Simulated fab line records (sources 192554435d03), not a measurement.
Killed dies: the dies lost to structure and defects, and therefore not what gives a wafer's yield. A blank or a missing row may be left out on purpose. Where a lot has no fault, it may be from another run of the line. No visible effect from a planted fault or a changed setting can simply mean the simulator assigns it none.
fab line records + flow n5Finfet
record
- lots=9
- wafers=27
- lastDay=21
route steps=1938 shown BEOL_M4@1111 BEOL_M6@1197 PASSIVATION@1936
lots with no fault: from the same line, run without faults
startH: hours from the record's opening day to when the first of the lot's shown wafers began + waitH: hours from the lot's prior step to this one + " identical to the entry in the row above + L1.1+2: a row that stands for several wafers + - no value present, or no start provided + * or withheld: withheld + < > ~ a bound
route shown NAME@n: NAME is a module with steps in the file, n the number in the route of the first one + usual: average and standard deviation across the fault-free wafers + same: alike in all rows + chamber/n: place in a boat + sites: readings site by site + _std_site: the standard deviation of these + _edge_site: mean of outer sites minus mean of inner sites + radiusMm: for every site, how far away it sits from the centre of the wafer + mask NAME#n: copy n + behind: the most recent tool/chamber to have shaped the wafer + hold: the reason the lot was held/the length of the hold in hours/how it ended + device: the transistor (n, p or np) that didn't switch + end of line: the route-end tests of the same wafers + a step with no rows: only its recipe + killed: the dies lost at the first sort to structure and to defects; this is not the yield of the wafer + map: dies across one wafer; x = killed, . = not, _ = none there
set.NAME: the setting as run; set.NAME@STEP: as run at that earlier step + model.NAME: the simulator's own value behind a step, which no gauge read
steps of the route over a sample of lots; a table a step, a row a wafer
services: from which hour (startH, from the record's first day; less than 0 if before it) a tool's chamber was out of use, for how many hours, and why
## steps
# step N5_BEOL_M4_RC_MEAS_101
# usual
- DIBL_N=36.1/2.3
- DIBL_P=36/3.2
- IOFF_N=0.16/0.045
- IOFF_P=0.21/0.049
- ION_N=674/14
- ION_P=462/8.4
- SS_N=71.6/0.83
- SS_P=73.2/0.87
- VT_N=249/3.8
- VT_P=-250/3.4
| lot.wafer | tool      | chamber | startH | waitH | DIBL_N[mV/V] | DIBL_P[mV/V] | IOFF_N[nA/um] | IOFF_P[nA/um] | ION_N[uA/um] | ION_P[uA/um] | SS_N[mV/dec] | SS_P[mV/dec] | VT_N[mV] | VT_P[mV] |
|-----------|-----------|---------|--------|-------|--------------|--------------|---------------|---------------|--------------|--------------|--------------|--------------|----------|----------|
| L313.4    | prober-02 | 0       | 289.33 | 0.5   | 37.0         | 38           | 0.19          | 0.25          | 671          | 455          | 72.0         | 73.9         | 246      | -247     |
| L313.5    | "         | 0       | "      | "     | 38.4         | 39           | 0.20          | 0.25          | 679          | 465          | 72.7         | 74.4         | 249      | -249     |
| L313.6    | "         | 0       | "      | "     | 36.7         | 37           | 0.19          | 0.23          | 683          | 464          | 72.6         | 73.6         | 250      | -249     |
| L320.2    | prober-02 | 0       | 297.29 | 0.2   | 34.9         | 35           | 0.13          | 0.20          | 682          | 472          | 71.0         | 73.2         | 253      | -250     |
| L320.3    | "         | 0       | "      | "     | 35.4         | 33           | 0.13          | 0.17          | 662          | 458          | 71.3         | 72.0         | 251      | -255     |
| L320.4    | "         | 0       | "      | "     | 34.2         | 33           | 0.11          | 0.15          | 648          | 444          | 70.2         | 72.0         | 257      | -256     |
| L318.1    | prober-01 | 0       | 303.85 | 0.0   | 33.8         | 34           | 0.16          | 0.22          | 667          | 462          | 71.5         | 73.0         | 248      | -248     |
| L318.4    | "         | 0       | "      | "     | 34.2         | 34           | 0.14          | 0.21          | 662          | 460          | 71.5         | 72.4         | 250      | -249     |
| L318.5    | "         | 0       | "      | "     | 34.2         | 34           | 0.15          | 0.21          | 684          | 474          | 71.1         | 73.1         | 248      | -249     |
| L315.3    | prober-02 | 0       | 311.05 | 0.3   | 37.8         | 38           | 0.18          | 0.23          | 684          | 470          | 72.6         | 73.9         | 251      | -250     |
| L315.5    | "         | 0       | "      | "     | 42.2         | 44           | 0.31          | 0.34          | 692          | 471          | 73.7         | 76.2         | 243      | -247     |
| L315.6    | "         | 0       | "      | "     | 36.9         | 37           | 0.17          | 0.22          | 694          | 468          | 71.5         | 73.5         | 246      | -250     |
| L322.2    | prober-02 | 0       | 347.82 | 0.2   | 36.9         | 34           | 0.16          | 0.20          | 689          | 470          | 70.9         | 72.9         | 249      | -247     |
| L322.5    | "         | 0       | "      | "     | 38.7         | 37           | 0.19          | 0.24          | 693          | 472          | 71.8         | 74.2         | 243      | -245     |
| L322.6    | "         | 0       | "      | "     | 39.8         | 37           | 0.22          | 0.24          | 688          | 465          | 71.8         | 73.6         | 243      | -247     |
| L326.2    | prober-02 | 0       | 355.66 | 0.2   | 36.0         | 35           | 0.16          | 0.22          | 669          | 460          | 71.3         | 72.8         | 248      | -247     |
| L326.3    | "         | 0       | "      | "     | 34.3         | 33           | 0.15          | 0.20          | 670          | 459          | 71.2         | 72.3         | 248      | -248     |
| L326.5    | "         | 0       | "      | "     | 38.8         | 39           | 0.24          | 0.29          | 688          | 464          | 72.0         | 73.4         | 243      | -247     |
| L328.2    | prober-02 | 0       | 358.83 | 0.2   | 37.6         | 38           | 0.17          | 0.20          | 673          | 458          | 71.3         | 73.8         | 248      | -252     |
| L328.3    | "         | 0       | "      | "     | 39.2         | 41           | 0.21          | 0.28          | 674          | 466          | 72.2         | 75.1         | 249      | -249     |
| L328.4    | "         | 0       | "      | "     | 36.5         | 37           | 0.15          | 0.20          | 675          | 462          | 71.2         | 73.9         | 248      | -254     |
| L330.1    | prober-02 | 0       | 364.44 | 0.0   | 39.9         | 39           | 0.22          | 0.24          | 707          | 474          | 72.3         | 74.2         | 244      | -250     |
| L330.2    | "         | 0       | "      | "     | 36.0         | 34           | 0.14          | 0.17          | 661          | 450          | 70.8         | 73.0         | 250      | -252     |
| L330.5    | "         | 0       | "      | "     | 35.4         | 33           | 0.13          | 0.17          | 670          | 460          | 70.4         | 72.0         | 251      | -248     |
| L327.2    | prober-01 | 0       | 388.49 | 0.2   | 35.1         | 37           | 0.15          | 0.23          | 659          | 460          | 71.3         | 73.8         | 250      | -250     |
| L327.3    | "         | 0       | "      | "     | 36.6         | 38           | 0.19          | 0.23          | 682          | 457          | 72.4         | 73.2         | 248      | -250     |
| L327.6    | "         | 0       | "      | "     | 35.3         | 37           | 0.15          | 0.21          | 665          | 454          | 71.9         | 73.4         | 252      | -250     |
# step N5_BEOL_M6_PECVD_70
# recipe
- material=SiO2
- targetThkA=200
- tempC=400
- precursor=TEOS/O2
- pressureTorr=5.5
- rfW=450
- teosFlowSccm=53.8
- gas=O2
- flowSccm=3000
- timeS=22.7
# usual
- heaterPowerW=736/88
- showerheadPlenumPTorr=8.77/0.052
- throttleValvePct=22.5/1.6
| lot.wafer | tool     | chamber | startH | waitH | heaterPowerW | showerheadPlenumPTorr | sinceWetCleanH | throttleValvePct |
|-----------|----------|---------|--------|-------|--------------|-----------------------|----------------|------------------|
| L313.4    | pecvd-02 | 2       | 302.65 | 0.1   | 834          | 8.73                  | -              | 21.0             |
| L313.5    | "        | 1       | "      | "     | 770          | 8.83                  | -              | 23.0             |
| L313.6    | "        | 0       | "      | "     | 630          | 8.78                  | -              | 21.3             |
| L320.2    | pecvd-04 | 2       | 312.72 | 0.0   | 816          | 8.74                  | 81             | 20.4             |
| L320.3    | "        | 1       | "      | "     | 756          | 8.83                  | 1560           | 25.4             |
| L320.4    | "        | 2       | "      | "     | 808          | 8.74                  | -              | 20.6             |
| L315.3    | pecvd-04 | 0       | 325.44 | 0.0   | 804          | 8.80                  | 848            | 24.7             |
| L315.5    | "        | 2       | "      | "     | 785          | 8.73                  | -              | 21.0             |
| L315.6    | "        | 0       | "      | "     | 809          | 8.80                  | -              | 24.6             |
| L318.1    | pecvd-03 | 2       | 327.46 | 0.0   | 778          | 8.73                  | 277            | 21.3             |
| L318.4    | "        | 0       | "      | "     | 590          | 8.86                  | -              | 24.0             |
| L318.5    | "        | 2       | "      | "     | 767          | 8.73                  | -              | 21.6             |
| L322.2    | pecvd-03 | 2       | 372.92 | 0.0   | 768          | 8.71                  | 323            | 21.4             |
| L322.5    | "        | 0       | "      | "     | 631          | 8.87                  | -              | 24.1             |
| L322.6    | "        | 2       | "      | "     | 766          | 8.74                  | -              | 22.1             |
| L326.2    | pecvd-02 | 1       | 375.99 | 0.0   | 820          | 8.83                  | 2167           | 22.9             |
| L326.3    | "        | 0       | "      | "     | 553          | 8.77                  | 1442           | 21.5             |
| L326.5    | "        | 1       | "      | "     | 820          | 8.82                  | -              | 23.1             |
| L328.2    | pecvd-03 | 1       | 381.08 | 0.0   | 733          | 8.73                  | 1810           | 23.2             |
| L328.3    | "        | 0       | "      | "     | 682          | 8.87                  | 1085           | 24.1             |
| L328.4    | "        | 2       | "      | "     | 739          | 8.73                  | -              | 21.3             |
| L330.1    | pecvd-03 | 0       | 383.69 | 0.0   | 615          | 8.86                  | 1088           | 23.8             |
| L330.2    | "        | 2       | "      | "     | 806          | 8.72                  | 334            | 21.3             |
| L330.5    | "        | 2       | "      | "     | 800          | 8.74                  | -              | 21.4             |
| L327.2    | pecvd-04 | 2       | 401.70 | 0.0   | 869          | 8.73                  | 170            | 20.9             |
| L327.3    | "        | 1       | "      | "     | 773          | 8.82                  | 1649           | 25.8             |
| L327.6    | "        | 1       | "      | "     | 784          | 8.83                  | -              | 25.4             |
# step N5_BEOL_M6_OVL_MEAS_12
# recipe
- pointsPerWafer=44
# usual
- M6_OVL=-0.1/0.7
# same
- pointsPerWafer=44
| lot.wafer | tool       | chamber | startH | waitH | M6_OVL[nm] |
|-----------|------------|---------|--------|-------|------------|
| L313.4    | overlay-01 | 0       | 304.72 | 0.0   | -1.6       |
| L313.5    | "          | 0       | "      | "     | -0.4       |
| L313.6    | "          | 0       | "      | "     | -0.8       |
| L320.2    | overlay-01 | 0       | 313.96 | 0.0   | 0.5        |
| L320.3    | "          | 0       | "      | "     | 0.6        |
| L320.4    | "          | 0       | "      | "     | 0.4        |
| L315.3    | overlay-01 | 0       | 326.55 | 0.0   | -1.0       |
| L315.5    | "          | 0       | "      | "     | 0.0        |
| L315.6    | "          | 0       | "      | "     | -0.1       |
| L318.1    | overlay-01 | 0       | 329.15 | 0.0   | 0.3        |
| L318.4    | "          | 0       | "      | "     | -0.2       |
| L318.5    | "          | 0       | "      | "     | 0.4        |
| L322.2    | overlay-02 | 0       | 374.23 | 0.0   | -0.1       |
| L322.5    | "          | 0       | "      | "     | -1.0       |
| L322.6    | "          | 0       | "      | "     | -0.8       |
| L326.2    | overlay-02 | 0       | 377.76 | 0.0   | -0.2       |
| L326.3    | "          | 0       | "      | "     | -0.9       |
| L326.5    | "          | 0       | "      | "     | 0.0        |
| L328.2    | overlay-02 | 0       | 382.06 | 0.0   | -0.2       |
| L328.3    | "          | 0       | "      | "     | 0.3        |
| L328.4    | "          | 0       | "      | "     | 0.6        |
| L330.1    | overlay-02 | 0       | 385.12 | 0.0   | -0.2       |
| L330.2    | "          | 0       | "      | "     | -1.3       |
| L330.5    | "          | 0       | "      | "     | -1.6       |
| L327.2    | overlay-02 | 0       | 402.47 | 0.0   | -0.3       |
| L327.3    | "          | 0       | "      | "     | -0.3       |
| L327.6    | "          | 0       | "      | "     | 0.8        |
# step N5_BEOL_M6_HM_OPEN_17
# recipe
- chemistry=Cl2/BCl3
- targetDepthA=200
- overetchA=60
- target=TiN
- maskMaterial=SOC
- ionEnergyEv=150
- pressureMtorr=10
- icpW=1000
- biasW=126
- Cl2_flow_sccm=53.25
- bcl3FlowSccm=21.75
- Ar_flow_sccm=25
# usual
- drypumpMotorCurrentA=6.2/0.4
- oesProductAu=0.72/0.059
- throttleValvePct=22.01/0.21
| lot.wafer | tool        | chamber | startH | waitH | drypumpMotorCurrentA | oesProductAu | rfHoursCounterH | throttleValvePct |
|-----------|-------------|---------|--------|-------|----------------------|--------------|-----------------|------------------|
| L313.4    | rieMetal-01 | 1       | 305.09 | 0.1   | 6.7                  | 0.79         | -               | 22.38            |
| L313.5    | "           | 0       | "      | "     | 6.0                  | 0.75         | -               | 22.00            |
| L313.6    | "           | 1       | "      | "     | 6.7                  | 0.81         | -               | 22.39            |
| L320.2    | rieMetal-01 | 0       | 314.29 | 0.0   | 6.0                  | 0.70         | 16              | 22.10            |
| L320.3    | "           | 0       | "      | "     | 6.0                  | 0.70         | -               | 22.08            |
| L320.4    | "           | 1       | "      | "     | 6.7                  | 0.80         | -               | 22.36            |
| L315.3    | rieMetal-01 | 1       | 327.10 | 0.1   | 6.7                  | 0.78         | -               | 22.37            |
| L315.5    | "           | 0       | "      | "     | 6.0                  | 0.70         | -               | 22.07            |
| L315.6    | "           | 1       | "      | "     | 6.7                  | 0.79         | -               | 22.36            |
| L318.1    | rieMetal-03 | 0       | 329.49 | 0.0   | 6.2                  | 0.71         | 16              | 22.04            |
| L318.4    | "           | 1       | "      | "     | 5.6                  | 0.59         | -               | 21.66            |
| L318.5    | "           | 0       | "      | "     | 6.2                  | 0.72         | -               | 22.04            |
| L322.2    | rieMetal-03 | 1       | 374.66 | 0.0   | 5.6                  | 0.58         | 94              | 21.66            |
| L322.5    | "           | 0       | "      | "     | 6.2                  | 0.71         | -               | 22.05            |
| L322.6    | "           | 1       | "      | "     | 5.6                  | 0.58         | -               | 21.66            |
| L326.2    | rieMetal-01 | 0       | 378.10 | 0.0   | 6.0                  | 0.72         | 22              | 22.02            |
| L326.3    | "           | 0       | "      | "     | 6.1                  | 0.72         | -               | 22.04            |
| L326.5    | "           | 0       | "      | "     | 6.1                  | 0.72         | -               | 22.03            |
| L328.2    | rieMetal-02 | 0       | 382.40 | 0.0   | 6.6                  | 0.73         | 16              | 21.87            |
| L328.3    | "           | 0       | "      | "     | 6.6                  | 0.73         | -               | 21.86            |
| L328.4    | "           | 1       | "      | "     | 5.7                  | 0.72         | -               | 21.97            |
| L330.1    | rieMetal-02 | 1       | 385.45 | 0.0   | 5.7                  | 0.72         | 29              | 22.00            |
| L330.2    | "           | 0       | "      | "     | 6.6                  | 0.73         | 17              | 21.85            |
| L330.5    | "           | 0       | "      | "     | 6.6                  | 0.73         | -               | 21.86            |
| L327.2    | rieMetal-03 | 0       | 402.83 | 0.1   | 6.2                  | 0.70         | -               | 22.04            |
| L327.3    | "           | 0       | "      | "     | 6.2                  | 0.69         | -               | 22.06            |
| L327.6    | "           | 0       | "      | "     | 6.2                  | 0.71         | -               | 22.05            |
# step N5_BEOL_M6_ETCH_65
# recipe
- chemistry=CF4
- target=SiARC
- targetDepthA=156
- maskMaterial=CAR-EUV
- timeS=26
- ionEnergyEv=80
- pressureMtorr=40
- sourceW=545
- biasW=36
- Ar_flow_sccm=100
- cf4FlowSccm=100
- ends=cleared
# usual
- drypumpMotorCurrentA=5.68/0.2
- etchRfOnTimeS=26.1/0.88
- oesProductAu=0.67/0.068
- rfVppV=183.8/1.2
- showerheadPlenumPTorr=2.12/0.06
- throttleValvePct=15.66/0.25
| lot.wafer | tool       | chamber | startH | waitH | drypumpMotorCurrentA | etchRfOnTimeS | oesProductAu | rfHoursCounterH | rfVppV | showerheadPlenumPTorr | throttleValvePct |
|-----------|------------|---------|--------|-------|----------------------|---------------|--------------|-----------------|--------|-----------------------|------------------|
| L313.4    | rieDiel-03 | 0       | 307.19 | 0.0   | 5.53                 | 25.0          | 0.59         | 249             | 183.6  | 2.10                  | 15.74            |
| L313.5    | "          | 0       | "      | "     | 5.52                 | 24.9          | 0.59         | -               | 181.2  | 2.10                  | 15.75            |
| L313.6    | "          | 1       | "      | "     | 5.76                 | 26.0          | 0.65         | -               | 183.0  | 2.05                  | 15.77            |
| L320.2    | rieDiel-01 | 3       | 316.12 | 0.0   | 5.88                 | 26.5          | 0.75         | 33              | 184.5  | 2.11                  | 15.28            |
| L320.3    | "          | 1       | "      | "     | 5.56                 | 25.8          | 0.67         | 116             | 186.5  | 2.23                  | 15.70            |
| L320.4    | "          | 0       | "      | "     | 5.77                 | 25.7          | 0.67         | 137             | 183.0  | 2.07                  | 15.65            |
| L315.3    | rieDiel-04 | 3       | 327.74 | 0.0   | 5.23                 | 27.3          | 0.60         | 213             | 185.4  | 2.19                  | 16.01            |
| L315.5    | "          | 1       | "      | "     | 5.91                 | 25.4          | 0.75         | -               | 183.5  | 2.07                  | 15.32            |
| L315.6    | "          | 0       | "      | "     | 5.86                 | 25.2          | 0.74         | -               | 183.2  | 2.09                  | 15.68            |
| L318.1    | rieDiel-01 | 0       | 330.55 | 0.0   | 5.74                 | 25.6          | 0.67         | 142             | 181.9  | 2.07                  | 15.69            |
| L318.4    | "          | 2       | "      | "     | 5.63                 | 27.7          | 0.59         | 215             | 184.1  | 2.12                  | 16.11            |
| L318.5    | "          | 2       | "      | "     | 5.65                 | 27.6          | 0.59         | -               | 182.2  | 2.12                  | 16.08            |
| L322.2    | rieDiel-04 | 3       | 376.54 | 0.0   | 5.21                 | 27.2          | 0.59         | 230             | 186.4  | 2.18                  | 16.06            |
| L322.5    | "          | 1       | "      | "     | 5.92                 | 25.3          | 0.74         | -               | 184.8  | 2.06                  | 15.35            |
| L322.6    | "          | 2       | "      | "     | 5.37                 | 26.2          | 0.75         | -               | 183.2  | 2.18                  | 15.40            |
| L326.2    | rieDiel-04 | 1       | 380.67 | 0.0   | 5.92                 | 25.2          | 0.73         | 64              | 184.0  | 2.06                  | 15.35            |
| L326.3    | "          | 0       | "      | "     | 5.86                 | 25.1          | 0.72         | 77              | 184.1  | 2.08                  | 15.73            |
| L326.5    | "          | 0       | "      | "     | 5.83                 | 25.0          | 0.73         | -               | 183.3  | 2.08                  | 15.72            |
| L328.2    | rieDiel-03 | 1       | 383.86 | 0.0   | 5.77                 | 25.9          | 0.62         | 193             | 183.4  | 2.04                  | 15.86            |
| L328.3    | "          | 2       | "      | "     | 5.95                 | 27.2          | 0.58         | 248             | 185.4  | 2.18                  | 15.80            |
| L328.4    | "          | 0       | "      | "     | 5.51                 | 24.5          | 0.79         | 17              | 182.8  | 2.09                  | 15.26            |
| L330.1    | rieDiel-01 | 2       | 387.83 | 0.0   | 5.65                 | 27.7          | 0.59         | 233             | 184.3  | 2.11                  | 16.14            |
| L330.2    | "          | 1       | "      | "     | 5.54                 | 25.9          | 0.66         | 140             | 185.9  | 2.23                  | 15.75            |
| L330.5    | "          | 1       | "      | "     | 5.55                 | 26.2          | 0.65         | -               | 186.1  | 2.23                  | 15.76            |
| L327.2    | rieDiel-04 | 2       | 403.85 | 0.0   | 5.42                 | 26.0          | 0.74         | 52              | 185.1  | 2.17                  | 15.41            |
| L327.3    | "          | 0       | "      | "     | 5.89                 | 25.3          | 0.71         | 84              | 182.6  | 2.08                  | 15.74            |
| L327.6    | "          | 1       | "      | "     | 5.93                 | 25.6          | 0.72         | -               | 182.5  | 2.06                  | 15.36            |
# step N5_BEOL_M6_OCD_MEAS_38
# usual
- trenchDepthNm=94.1/2.2
| lot.wafer | tool   | chamber | startH | waitH | trenchDepthNm |
|-----------|--------|---------|--------|-------|---------------|
| L313.4    | ocd-01 | -       | 307.58 | -     | 94.3          |
| L313.5    | "      | -       | "      | "     | 94.5          |
| L313.6    | "      | -       | "      | "     | 92.2          |
| L320.2    | ocd-02 | -       | 316.49 | -     | 48.6          |
| L320.3    | "      | -       | "      | "     | 61.7          |
| L320.4    | "      | -       | "      | "     | 94.2          |
| L315.3    | ocd-01 | -       | 328.12 | -     | 90.4          |
| L315.5    | "      | -       | "      | "     | 85.3          |
| L315.6    | "      | -       | "      | "     | 95.5          |
| L318.1    | ocd-01 | -       | 330.93 | -     | 94.3          |
| L318.4    | "      | -       | "      | "     | 92.2          |
| L318.5    | "      | -       | "      | "     | 91.9          |
| L322.2    | ocd-01 | -       | 376.92 | -     | 91.4          |
| L322.5    | "      | -       | "      | "     | 96.5          |
| L322.6    | "      | -       | "      | "     | 95.5          |
| L326.2    | ocd-02 | -       | 381.05 | -     | 95.8          |
| L326.3    | "      | -       | "      | "     | 96.7          |
| L326.5    | "      | -       | "      | "     | 96.3          |
| L328.2    | ocd-02 | -       | 384.24 | -     | 93.0          |
| L328.3    | "      | -       | "      | "     | 88.8          |
| L328.4    | "      | -       | "      | "     | 98.6          |
| L330.1    | ocd-02 | -       | 388.20 | -     | 90.7          |
| L330.2    | "      | -       | "      | "     | 95.5          |
| L330.5    | "      | -       | "      | "     | 95.8          |
| L327.2    | ocd-01 | -       | 404.23 | -     | 96.0          |
| L327.3    | "      | -       | "      | "     | 95.0          |
| L327.6    | "      | -       | "      | "     | 94.9          |
# step N5_PASSIVATION_PROBE_49
# usual
- defectLimitedYield=90.9/1.6
- killed_at_M0_to_M3=37/11
- killed_at_M4_up=15/5.6
- killedAtContacts=13/6.4
- killedAtFrontEnd=39/11
- killedAtOther=4/3.1
- killedDies=107/19
- killedOnRim=14/4.3
- killedOpen=71/14
- killedShort=34/7.8
- sort_bin_4_leakage=0.01/0.053
- sort_bin_5_function=5.3/1
- sort_bin_6_memory=3.4/0.72
- sort_bin_8_speed=0.0/0.42
- sortNPass=1072/20
- sortYieldPct=90.9/1.7
# same
- grossDies=1180
- killedAtBackSide=0
| lot.wafer | tool      | chamber | startH | waitH | defectLimitedYield[%] | killed_at_M0_to_M3 | killed_at_M4_up | killedAtContacts | killedAtFrontEnd | killedAtOther | killedDies | killedOnRim | killedOpen | killedShort | sort_bin_4_leakage[%] | sort_bin_5_function[%] | sort_bin_6_memory[%] | sort_bin_8_speed[%] | sortNPass | sortYieldPct[%] |
|-----------|-----------|---------|--------|-------|-----------------------|--------------------|-----------------|------------------|------------------|---------------|------------|-------------|------------|-------------|-----------------------|------------------------|----------------------|---------------------|-----------|-----------------|
| L320.2    | prober-02 | -       | 429.19 | 0.1   | 49.6                  | 15                 | 518             | 19               | 38               | 5             | 595        | 65          | 73         | 26          | 0                     | 46.4                   | 3.7                  | 0                   | 585       | 49.6            |
| L320.3    | prober-02 | -       | 429.24 | 0.1   | 60.2                  | 25                 | 391             | 10               | 43               | 1             | 470        | 88          | 62         | 23          | 0                     | 36.9                   | 2.6                  | 0                   | 710       | 60.2            |
| L320.4    | prober-02 | -       | 429.29 | 0.2   | 88.6                  | 35                 | 32              | 13               | 52               | 2             | 134        | 14          | 95         | 37          | 0                     | 7.4                    | 3.6                  | 0.2                 | 1044      | 88.5            |
| L315.3    | prober-02 | -       | 430.31 | 0.1   | 88.8                  | 40                 | 20              | 15               | 48               | 9             | 132        | 20          | 89         | 41          | 0                     | 7.0                    | 4.0                  | 0                   | 1048      | 88.8            |
| L315.5    | prober-02 | -       | 430.41 | 0.2   | 78.6                  | 44                 | 140             | 20               | 41               | 7             | 252        | 41          | 101        | 34          | 0.51                  | 16.2                   | 4.8                  | 0                   | 922       | 78.1            |
| L315.6    | prober-02 | -       | 430.46 | 0.3   | 90.5                  | 47                 | 20              | 10               | 28               | 7             | 112        | 10          | 68         | 42          | 0                     | 4.7                    | 4.2                  | 0                   | 1068      | 90.5            |
| L327.2    | prober-02 | -       | 494.88 | 0.1   | 85.6                  | 67                 | 14              | 36               | 47               | 6             | 170        | 23          | 121        | 48          | 0                     | 9.0                    | 4.8                  | 0                   | 1010      | 85.6            |
| L327.3    | prober-02 | -       | 494.93 | 0.1   | 89.7                  | 40                 | 21              | 15               | 44               | 2             | 122        | 17          | 80         | 42          | 0                     | 6.2                    | 4.0                  | 0                   | 1058      | 89.7            |
| L327.6    | prober-02 | -       | 495.08 | 0.3   | 90.4                  | 39                 | 21              | 22               | 30               | 1             | 113        | 17          | 83         | 30          | 0                     | 6.3                    | 3.0                  | 0                   | 1067      | 90.4            |
# killed by level:class
L320.2 BEOL_M6:areaOpen=492 FIN_SAQP:geometricParticle:open=18 MOL_CONTACT_COAG:geometricParticle:open=16 BEOL_M4:geometricParticle:open=16 FIN_SAQP:geometricParticle:short=9 STI_FIN_REVEAL:geometricParticle:open=4 MOL_CONTACT_COAG:geometricParticle:short=3 SD_EPI_N:coatMicrobubblePrinted=2
L320.3 BEOL_M6:areaOpen=382 FIN_SAQP:geometricParticle:open=14 MOL_CONTACT_COAG:geometricParticle:open=10 BEOL_M3:geometricParticle:open=10 STI_FIN_REVEAL:geometricParticle:open=9 GATE_CUT:geometricParticle:short=7 FIN_SAQP:geometricParticle:short=4 BEOL_M4:geometricParticle:open=4
L320.4 BEOL_M4:geometricParticle:open=19 FIN_SAQP:geometricParticle:open=17 MOL_CONTACT_COAG:geometricParticle:open=13 BEOL_M3:geometricParticle:open=11 FIN_SAQP:geometricParticle:short=8 STI_FIN_REVEAL:geometricParticle:open=8 BEOL_M2:geometricParticle:open=7 BEOL_M3:geometricParticle:short=5
L315.3 DUMMY_GATE:geometricParticle:open=13 MOL_CONTACT_COAG:geometricParticle:open=12 BEOL_M4:geometricParticle:open=12 BEOL_M1:geometricParticle:open=11 BEOL_M2:geometricParticle:open=11 FIN_SAQP:geometricParticle:short=8 STI_FIN_REVEAL:geometricParticle:open=8 FIN_SAQP:geometricParticle:open=7
L315.5 BEOL_M6:areaOpen=113 MOL_CONTACT_COAG:geometricParticle:open=18 BEOL_M2:geometricParticle:open=15 BEOL_M0_SAQP:geometricParticle:open=14 BEOL_M4:geometricParticle:open=13 FIN_SAQP:geometricParticle:open=10 DUMMY_GATE:geometricParticle:open=7 FIN_SAQP:geometricParticle:short=6
L315.6 BEOL_M4:geometricParticle:open=14 BEOL_M2:geometricParticle:open=13 MOL_CONTACT_COAG:geometricParticle:open=8 BEOL_M3:geometricParticle:open=8 FIN_SAQP:geometricParticle:short=7 BEOL_M0_SAQP:geometricParticle:short=7 BEOL_M2:geometricParticle:short=6 STARTING-WAFER:geometricParticle:short=4
L327.2 MOL_CONTACT_COAG:geometricParticle:open=31 BEOL_M0_SAQP:geometricParticle:open=16 BEOL_M0_SAQP:geometricParticle:short=14 BEOL_M1:geometricParticle:open=13 BEOL_M2:geometricParticle:open=13 DUMMY_GATE:geometricParticle:open=9 FIN_SAQP:geometricParticle:short=8 STI_FIN_REVEAL:geometricParticle:open=8
L327.3 BEOL_M0_SAQP:geometricParticle:short=13 MOL_CONTACT_COAG:geometricParticle:open=13 BEOL_M0_SAQP:geometricParticle:open=13 GATE_CUT:geometricParticle:short=10 FIN_SAQP:geometricParticle:open=8 STI_FIN_REVEAL:geometricParticle:open=8 BEOL_M4:geometricParticle:open=8 BEOL_M2:geometricParticle:open=5
L327.6 MOL_CONTACT_COAG:geometricParticle:open=18 BEOL_M0_SAQP:geometricParticle:open=12 BEOL_M4:geometricParticle:open=11 FIN_SAQP:geometricParticle:open=9 DUMMY_GATE:geometricParticle:open=9 BEOL_M0_SAQP:geometricParticle:short=8 BEOL_M1:geometricParticle:short=5 BEOL_M2:geometricParticle:open=5
## services
| tool        | chamber | startH | hours | kind                         |
|-------------|---------|--------|-------|------------------------------|
| rieMetal-02 | -       | 279.95 | 11.8  | repair                       |
| pecvd-03    | -       | 281.93 | 0.7   | repair                       |
| rieDiel-03  | 3       | 289.92 | 5.3   | repair                       |
| rieDiel-04  | 0       | 298.90 | 4.3   | repair                       |
| rieDiel-03  | 0       | 309.46 | -     | clean                        |
| rieDiel-03  | 0       | 309.46 | -     | consumableReplace:focusRing  |
| rieDiel-03  | 0       | 309.46 | 30.7  | scheduledDown                |
| rieDiel-03  | 0       | 309.46 | 30.7  | ventCycle                    |
| rieMetal-02 | 0       | 324.89 | 7.6   | repair                       |
| rieDiel-04  | 2       | 332.82 | 4.0   | repair                       |
| pecvd-04    | 1       | 338.79 | 16.5  | scheduledDown                |
| pecvd-03    | 1       | 352.44 | 2.7   | repair                       |
| pecvd-03    | 2       | 366.94 | 2.1   | scheduledDown                |
| pecvd-02    | 1       | 383.62 | -     | clean                        |
| pecvd-02    | 1       | 383.62 | -     | consumableReplace:showerhead |
| pecvd-02    | 1       | 383.62 | 29.0  | scheduledDown                |
| pecvd-02    | 1       | 383.62 | 29.0  | ventCycle                    |
| pecvd-03    | 2       | 391.13 | 5.5   | scheduledDown                |
| pecvd-02    | 2       | 391.50 | 18.6  | repair                       |
| rieDiel-01  | 0       | 394.03 | 3.4   | repair                       |
| rieMetal-03 | 1       | 402.05 | -     | clean                        |
| rieMetal-03 | 1       | 402.05 | 14.9  | scheduledDown                |
| rieMetal-03 | 1       | 402.05 | 14.9  | ventCycle                    |
| rieDiel-04  | 3       | 403.00 | 26.1  | repair                       |
## key
firstSign
- step=N5_BEOL_M6_OCD_MEAS_38
- reading=trenchDepthNm
- direction=down
- sigmas=13
- usual=94.1
- struck=65.2
effect
- step=N5_PASSIVATION_PROBE_49
- reading=killed_at_M4_up
- direction=up
- sigmas=59
- usual=15
- struck=350
moreKillsBornAt
- N5_BEOL_M6_HM_OPEN_17@rieMetal-01=987
metAt N5_BEOL_M6_HM_OPEN_17
struckLots L315,L320
struckWafers L315.5,L320.2,L320.3
notActingAt N5_BEOL_M6_PECVD_70,N5_BEOL_M6_OVL_MEAS_12,N5_BEOL_M6_ETCH_65
onsetBetween 305.09 314.29
fault
- kind=processParameterDrift
- tool=rieMetal-01
- chamber=0
- onsetH=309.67
- steps=N5_BEOL_M6_HM_OPEN_17
- channel=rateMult
- offset=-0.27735
- shape=step
- endH=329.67
